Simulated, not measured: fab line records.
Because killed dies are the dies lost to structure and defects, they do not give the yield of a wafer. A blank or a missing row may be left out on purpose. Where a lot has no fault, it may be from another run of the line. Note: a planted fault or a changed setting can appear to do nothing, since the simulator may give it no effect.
Which tool is to blame? | flow nandHarc | 24 lots with 72 wafers sampled at 6 steps, on a route of 1159 steps

== WHAT EACH GAUGE READ, for each wafer ==
NHARC_P_STI_CD_MEAS_16. Usual: cdNm at 199.9 nm, with a standard deviation of 1.7.
lot  | measured    | on       | cdNm (nm)         | flag
L075 | day 2 21:54 | cdSem-03 | 200.1 197.3 199.7 | 
L074 | day 2 21:56 | cdSem-02 | 201.3 201.4 199.8 | 
L076 | day 2 22:14 | cdSem-03 | 201.6 199.7 200.5 | 
L077 | day 3 05:36 | cdSem-01 | 201.5 199.6 200.0 | 
L078 | day 3 11:38 | cdSem-01 | 198.2 194.9 195.1 | 
L079 | day 3 19:29 | cdSem-02 | 201.6 200.1 198.7 | 
L080 | day 3 23:27 | cdSem-03 | 197.7 199.1 197.1 | 
L081 | day 4 05:28 | cdSem-01 | 203.1 202.2 201.9 | 
L082 | day 4 12:34 | cdSem-02 | 201.0 202.6 199.0 | 
L083 | day 4 19:48 | cdSem-02 | 200.0 200.9 201.2 | 
L084 | day 4 23:28 | cdSem-03 | 196.1 198.8 198.6 | 
L085 | day 5 07:53 | cdSem-03 | 199.0 201.2 199.9 | 
L086 | day 5 16:17 | cdSem-01 | 199.5 200.3 201.7 | 
L087 | day 5 16:24 | cdSem-03 | 199.2 200.2 201.3 | 
L088 | day 5 23:35 | cdSem-02 | 201.0 199.4 201.6 | 
L089 | day 6 05:39 | cdSem-02 | 202.1 199.4 200.7 | 
L090 | day 6 12:58 | cdSem-03 | 200.0 200.8 197.7 | 
L091 | day 6 18:46 | cdSem-03 | 199.3 200.2 200.6 | 
L092 | day 7 00:55 | cdSem-02 | 199.3 197.1 198.6 | 
L093 | day 7 05:50 | cdSem-02 | 201.2 202.8 202.3 | 
L094 | day 7 13:10 | cdSem-02 | 197.9 198.9 200.2 | 
L095 | day 7 17:43 | cdSem-03 | 200.6 201.5 202.0 | 
L096 | day 8 02:07 | cdSem-03 | 200.7 199.6 200.0 | 
L097 | day 8 06:26 | cdSem-01 | 198.4 193.3 197.9 | 

NHARC_P_STI_OCD_MEAS_17. Usual: trenchDepthNm 300.2 nm, standard deviation 2.9; trenchFootCdNm 158.4 nm, standard deviation 1.7.
lot  | measured    | on     | trenchDepthNm (nm) | trenchFootCdNm (nm) | flag
L075 | day 2 21:59 | ocd-01 | 301.7 301.2 299.0  | 158.9 157.5 159.1   | 
L074 | day 2 22:01 | ocd-02 | 305.6 301.0 299.2  | 159.7 161.4 159.5   | 
L076 | day 2 22:20 | ocd-01 | 303.7 304.5 303.9  | 159.9 157.3 157.9   | 
L077 | day 3 05:41 | ocd-02 | 304.3 307.7 301.5  | 158.3 156.1 157.6   | 
L078 | day 3 11:43 | ocd-02 | 302.0 301.4 306.6  | 157.0 153.8 153.1   | 
L079 | day 3 19:35 | ocd-02 | 298.7 300.3 301.5  | 159.8 158.0 157.6   | 
L080 | day 3 23:32 | ocd-01 | 299.8 302.6 300.7  | 156.4 157.7 156.4   | 
L081 | day 4 05:33 | ocd-02 | 295.2 296.1 298.2  | 161.2 159.9 160.1   | 
L082 | day 4 12:38 | ocd-01 | 301.2 299.9 300.7  | 158.2 160.7 157.2   | 
L083 | day 4 19:53 | ocd-02 | 300.7 301.0 301.8  | 158.4 160.4 159.4   | 
L084 | day 4 23:34 | ocd-02 | 300.3 299.5 303.1  | 153.0 157.2 155.7   | 
L085 | day 5 07:58 | ocd-02 | 299.1 299.5 299.1  | 158.2 157.5 158.5   | 
L086 | day 5 16:22 | ocd-01 | 296.2 300.7 299.0  | 157.9 159.3 160.5   | 
L087 | day 5 16:29 | ocd-02 | 298.8 301.8 299.4  | 158.1 158.9 160.5   | 
L088 | day 5 23:40 | ocd-02 | 299.7 297.0 299.4  | 159.7 158.4 160.1   | 
L089 | day 6 05:44 | ocd-02 | 301.5 296.1 301.1  | 161.3 158.7 159.7   | 
L090 | day 6 13:04 | ocd-02 | 299.2 300.4 299.7  | 158.1 158.0 154.2   | 
L091 | day 6 18:52 | ocd-02 | 296.1 293.7 296.5  | 159.4 160.7 157.7   | 
L092 | day 7 01:00 | ocd-01 | 304.2 298.7 301.9  | 156.9 156.4 158.4   | 
L093 | day 7 05:56 | ocd-02 | 299.2 301.6 297.2  | 159.1 159.5 159.9   | 
L094 | day 7 13:16 | ocd-01 | 298.3 302.3 299.1  | 157.6 157.4 159.2   | 
L095 | day 7 17:49 | ocd-01 | 297.7 298.9 298.6  | 160.3 160.7 161.1   | 
L096 | day 8 02:12 | ocd-01 | 301.1 300.0 297.8  | 159.7 159.2 159.1   | 
L097 | day 8 06:31 | ocd-01 | 303.7 302.2 297.0  | 156.2 153.3 157.9   | 

NHARC_P_GATE_CD_MEAS_33. Usual: cdNm at 120.7 nm, with a standard deviation of 1.9.
lot  | measured     | on       | cdNm (nm)         | flag
L075 | day 5 03:21  | cdSem-02 | 120.9 118.1 120.7 | 
L074 | day 5 03:50  | cdSem-02 | 116.2 119.4 119.3 | 
L076 | day 5 03:45  | cdSem-02 | 121.6 117.6 120.6 | 
L077 | day 5 10:23  | cdSem-03 | 119.7 121.9 119.4 | 
L078 | day 5 21:17  | cdSem-02 | 118.3 118.1 116.8 | 
L079 | day 6 08:16  | cdSem-01 | 121.4 120.6 121.5 | 
L080 | day 6 08:41  | cdSem-02 | 122.3 122.3 123.6 | 
L081 | day 6 12:44  | cdSem-02 | 120.5 119.9 120.0 | 
L082 | day 6 19:21  | cdSem-03 | 120.1 120.9 119.9 | 
L083 | day 7 00:42  | cdSem-03 | 122.4 121.1 121.1 | 
L084 | day 7 00:56  | cdSem-03 | 119.3 121.1 120.8 | 
L085 | day 8 00:27  | cdSem-02 | 121.3 120.8 122.9 | 
L086 | day 8 01:17  | cdSem-03 | 122.3 119.8 118.2 | 
L087 | day 8 01:10  | cdSem-02 | 120.4 121.6 122.0 | 
L088 | day 8 01:02  | cdSem-03 | 121.8 123.9 122.2 | 
L089 | day 8 14:49  | cdSem-02 | 122.7 120.0 122.1 | 
L090 | day 8 14:55  | cdSem-01 | 119.8 119.7 123.6 | 
L091 | day 9 00:57  | cdSem-03 | 118.3 117.3 120.4 | 
L092 | day 9 11:41  | cdSem-02 | 118.7 120.0 117.0 | 
L093 | day 9 12:05  | cdSem-02 | 121.2 122.7 120.1 | 
L094 | day 9 11:08  | cdSem-01 | 118.4 119.9 119.3 | 
L095 | day 10 00:53 | cdSem-03 | 120.1 119.6 118.2 | 
L096 | day 10 04:37 | cdSem-03 | 120.1 123.0 122.8 | 
L097 | day 10 04:31 | cdSem-01 | 121.5 118.0 120.9 | 

NHARC_P_GATE_CD_MEAS_91 targets a cd of 2000 nm. Usual: cdNm at 1999.7 nm, with a standard deviation of 1.1.
lot  | measured     | on       | cdNm (nm)            | flag
L075 | day 5 17:59  | cdSem-01 | 2000.3 1999.1 1999.7 | 
L074 | day 5 18:32  | cdSem-01 | 2000.3 2000.3 2000.8 | 
L076 | day 5 18:43  | cdSem-02 | 1998.7 1999.6 1997.6 | 
L077 | day 6 00:41  | cdSem-03 | 2000.8 1998.9 2001.2 | 
L078 | day 6 13:46  | cdSem-03 | 1998.3 1999.8 1999.1 | 
L079 | day 6 22:40  | cdSem-03 | 1998.6 1998.4 1998.8 | 
L080 | day 7 01:13  | cdSem-01 | 1998.8 2000.9 1999.5 | 
L081 | day 7 04:09  | cdSem-02 | 1999.8 2001.4 2000.9 | 
L082 | day 7 09:56  | cdSem-01 | 2000.6 1999.7 1998.7 | 
L083 | day 7 15:11  | cdSem-02 | 2001.0 2000.2 2000.0 | 
L084 | day 7 15:34  | cdSem-02 | 2000.5 1999.4 2000.6 | 
L085 | day 8 16:51  | cdSem-03 | 1999.6 2000.7 2000.0 | 
L086 | day 8 22:59  | cdSem-01 | 1998.7 1999.1 1998.8 | 
L087 | day 8 15:52  | cdSem-02 | 2000.2 2003.5 2000.7 | 
L088 | day 8 15:32  | cdSem-03 | 1998.4 1998.7 1998.1 | 
L089 | day 9 07:29  | cdSem-02 | 1999.4 1998.2 1999.4 | 
L090 | day 9 05:26  | cdSem-01 | 2000.2 2000.4 2000.7 | 
L091 | day 9 15:16  | cdSem-01 | 1999.7 2000.9 2000.2 | 
L092 | day 10 02:11 | cdSem-02 | 1999.4 2000.2 2000.8 | 
L093 | day 10 05:32 | cdSem-02 | 1998.8 2000.3 1997.6 | 
L094 | day 10 01:23 | cdSem-02 | 2000.7 1999.1 1999.1 | 
L095 | day 10 15:27 | cdSem-01 | 1998.3 1996.9 1999.0 | 
L096 | day 10 21:10 | cdSem-03 | 1998.8 2000.2 1998.1 | 
L097 | day 10 19:10 | cdSem-03 | 2000.0 1999.7 1999.6 | 

== EACH LOT AND THE TOOL THAT RAN IT (in order: tool; ch and the chambers of the sampled wafers; start) ==
lot  | NHARC_P_GATE_DESCUM_31            | NHARC_P_GATE_STRIP_112
L075 | rieDiel-02 ch 0,2,3, day 5 01:50  | plasmaAsher-02 ch 0,1, day 5 16:49
L074 | rieDiel-04 ch 1,2, day 5 02:15    | plasmaAsher-02 ch 0,1, day 5 17:23
L076 | rieDiel-02 ch 1,3, day 5 02:39    | plasmaAsher-01 ch 0,1, day 5 17:31
L077 | rieDiel-04 ch 0,1,2, day 5 09:16  | plasmaAsher-01 ch 0,1, day 5 23:33
L078 | rieDiel-02 ch 1,2,3, day 5 20:24  | plasmaAsher-01 ch 0,1, day 6 12:42
L079 | rieDiel-02 ch 1,2,3, day 6 07:23  | plasmaAsher-02 ch 0,1, day 6 21:36
L080 | rieDiel-04 ch 2,3, day 6 07:53    | plasmaAsher-01 ch 0,1, day 7 00:02
L081 | rieDiel-05 ch 2,3, day 6 11:55    | plasmaAsher-01 ch 0,1, day 7 02:59
L082 | rieDiel-04 ch 0,2, day 6 18:14    | plasmaAsher-02 ch 0,1, day 7 08:47
L083 | rieDiel-04 ch 1,2,3, day 6 23:46  | plasmaAsher-01 ch 0,1, day 7 14:08
L084 | rieDiel-02 ch 1,2, day 7 00:04    | plasmaAsher-02 ch 0,1, day 7 14:31
L085 | rieDiel-04 ch 0,1,2, day 7 23:30  | plasmaAsher-01 ch 0,1, day 8 15:50
L086 | rieDiel-04 ch 0,1,2, day 8 00:09  | plasmaAsher-01 ch 0,1, day 8 22:00
L087 | rieDiel-04 ch 0,1, day 7 23:55    | plasmaAsher-02 ch 0,1, day 8 14:41
L088 | rieDiel-04 ch 0,2,3, day 7 23:48  | plasmaAsher-01 ch 0,1, day 8 14:36
L089 | rieDiel-04 ch 0,2,3, day 8 13:43  | plasmaAsher-02 ch 0,1, day 9 06:18
L090 | rieDiel-04 ch 0,2,3, day 8 13:53  | plasmaAsher-01 ch 0,1, day 9 04:25
L091 | rieDiel-02 ch 0,1,3, day 9 00:02  | plasmaAsher-02 ch 0,1, day 9 14:15
L092 | rieDiel-02 ch 0,2,3, day 9 10:52  | plasmaAsher-01 ch 0,1, day 10 00:59
L093 | rieDiel-04 ch 1,2,3, day 9 11:17  | plasmaAsher-02 ch 0,1, day 10 04:26
L094 | rieDiel-02 ch 0,1, day 9 10:16    | plasmaAsher-02 ch 1, day 10 00:13
L095 | rieDiel-04 ch 0,1,3, day 10 00:05 | plasmaAsher-01 ch 0,1, day 10 14:16
L096 | rieDiel-04 ch 0,3, day 10 03:15   | plasmaAsher-02 ch 0,1, day 10 20:01
L097 | rieDiel-04 ch 0,2,3, day 10 03:07 | plasmaAsher-02 ch 0,1, day 10 17:58
- NHARC_P_GATE_DESCUM_31: chemistry O2, time 3 s.
- NHARC_P_GATE_STRIP_112: strips in N2/H2, time 200 s.

== WHAT THE TOOLS THEMSELVES READ (means of the sampled wafers that have a number; where no wafer has one, the mark that the record gives instead) ==
NHARC_P_GATE_DESCUM_31. Usual: drypumpMotorCurrentA 5.6 A, standard deviation 0.58; oesProductAu 1.002 a.u., standard deviation 0.0076; rfVppV 57.5 V, standard deviation 0.91; showerheadPlenumPTorr 1.88 Torr, standard deviation 0.081; throttleValvePct 11.312 %, standard deviation 0.0093.
lot  | tool       | drypumpMotorCurrentA (A) | oesProductAu (a.u.) | rfVppV (V) | showerheadPlenumPTorr (Torr) | throttleValvePct (%) | flag
L075 | rieDiel-02 | 5.8                      | 1.001               | 57.1       | 1.85                         | 11.306               | 
L074 | rieDiel-04 | 5.2                      | 1.003               | 57.9       | 1.96                         | 11.316               | 
L076 | rieDiel-02 | 6.3                      | 1.002               | 57.7       | 1.81                         | 11.318               | 
L077 | rieDiel-04 | 5.6                      | 0.992               | 58.0       | 1.93                         | 11.302               | 
L078 | rieDiel-02 | 6.0                      | 1.002               | 57.8       | 1.84                         | 11.311               | 
L079 | rieDiel-02 | 6.0                      | 1.005               | 57.7       | 1.84                         | 11.320               | 
L080 | rieDiel-04 | 5.0                      | 1.004               | 57.5       | 1.88                         | 11.318               | 
L081 | rieDiel-05 | 6.3                      | 0.999               | 57.5       | 1.99                         | 11.311               | 
L082 | rieDiel-04 | 5.6                      | 1.005               | 58.1       | 1.99                         | 11.306               | 
L083 | rieDiel-04 | 5.2                      | 1.001               | 58.3       | 1.88                         | 11.321               | 
L084 | rieDiel-02 | 5.6                      | 0.993               | 57.4       | 1.87                         | 11.307               | 
L085 | rieDiel-04 | 5.6                      | 0.998               | 58.5       | 1.93                         | 11.310               | 
L086 | rieDiel-04 | 5.6                      | 1.013               | 57.4       | 1.93                         | 11.312               | 
L087 | rieDiel-04 | 6.0                      | 0.999               | 57.8       | 1.90                         | 11.311               | 
L088 | rieDiel-04 | 5.5                      | 0.998               | 56.9       | 1.92                         | 11.312               | 
L089 | rieDiel-04 | 5.5                      | 1.005               | 58.3       | 1.92                         | 11.317               | 
L090 | rieDiel-04 | 5.5                      | 0.995               | 57.7       | 1.92                         | 11.312               | 
L091 | rieDiel-02 | 6.1                      | 1.008               | 57.5       | 1.80                         | 11.318               | 
L092 | rieDiel-02 | 5.8                      | 1.001               | 56.6       | 1.84                         | 11.319               | 
L093 | rieDiel-04 | 5.1                      | 1.003               | 56.9       | 1.88                         | 11.317               | 
L094 | rieDiel-02 | 5.9                      | 1.006               | 57.1       | 1.81                         | 11.310               | 
L095 | rieDiel-04 | 5.5                      | 0.998               | 58.0       | 1.86                         | 11.306               | 
L096 | rieDiel-04 | 5.4                      | 1.010               | 56.9       | 1.85                         | 11.313               | 
L097 | rieDiel-04 | 5.5                      | 1.001               | 57.0       | 1.92                         | 11.307               | 

NHARC_P_GATE_STRIP_112. Usual: drypumpMotorCurrentA 5.6 A, standard deviation 0.59; heaterPowerW 85 W, standard deviation 4.2.
lot  | tool           | drypumpMotorCurrentA (A) | heaterPowerW (W) | flag
L075 | plasmaAsher-02 | 5.7                      | 83               | 
L074 | plasmaAsher-02 | 5.7                      | 84               | 
L076 | plasmaAsher-01 | 5.9                      | 83               | 
L077 | plasmaAsher-01 | 5.6                      | 87               | 
L078 | plasmaAsher-01 | 5.6                      | 88               | 
L079 | plasmaAsher-02 | 5.7                      | 84               | 
L080 | plasmaAsher-01 | 5.6                      | 88               | 
L081 | plasmaAsher-01 | 5.5                      | 88               | 
L082 | plasmaAsher-02 | 5.3                      | 84               | 
L083 | plasmaAsher-01 | 5.9                      | 85               | 
L084 | plasmaAsher-02 | 5.7                      | 84               | 
L085 | plasmaAsher-01 | 5.9                      | 85               | 
L086 | plasmaAsher-01 | 6.0                      | 84               | 
L087 | plasmaAsher-02 | 5.3                      | 84               | 
L088 | plasmaAsher-01 | 5.6                      | 87               | 
L089 | plasmaAsher-02 | 5.7                      | 87               | 
L090 | plasmaAsher-01 | 5.6                      | 88               | 
L091 | plasmaAsher-02 | 5.7                      | 87               | 
L092 | plasmaAsher-01 | 5.6                      | 87               | 
L093 | plasmaAsher-02 | 5.7                      | 87               | 
L094 | plasmaAsher-02 | 6.1                      | 91               | 
L095 | plasmaAsher-01 | 5.9                      | 85               | 
L096 | plasmaAsher-02 | 5.7                      | 86               | 
L097 | plasmaAsher-02 | 5.3                      | 84               | 

== THE ANSWER, worked out from the rows above alone ==
Rule: take the mean of a lot's wafers that have a number; if it is more than 3 standard deviations from the usual mean, the lot is off. Also off: a lot with no number at a reading for which 4 or more lots have one. Where the step has rows for the other lots, those lots are counted as sound. First the gauges in route order, then the tools' own readings, where a lot's mean is used as printed above. The first step at which some lot is off is used, and at that step the reading that is off furthest; a lot without a number counts as furthest.
None of the lots is off at any reading shown; this tells nothing.

== WHAT THE SIMULATOR PUT IN ==
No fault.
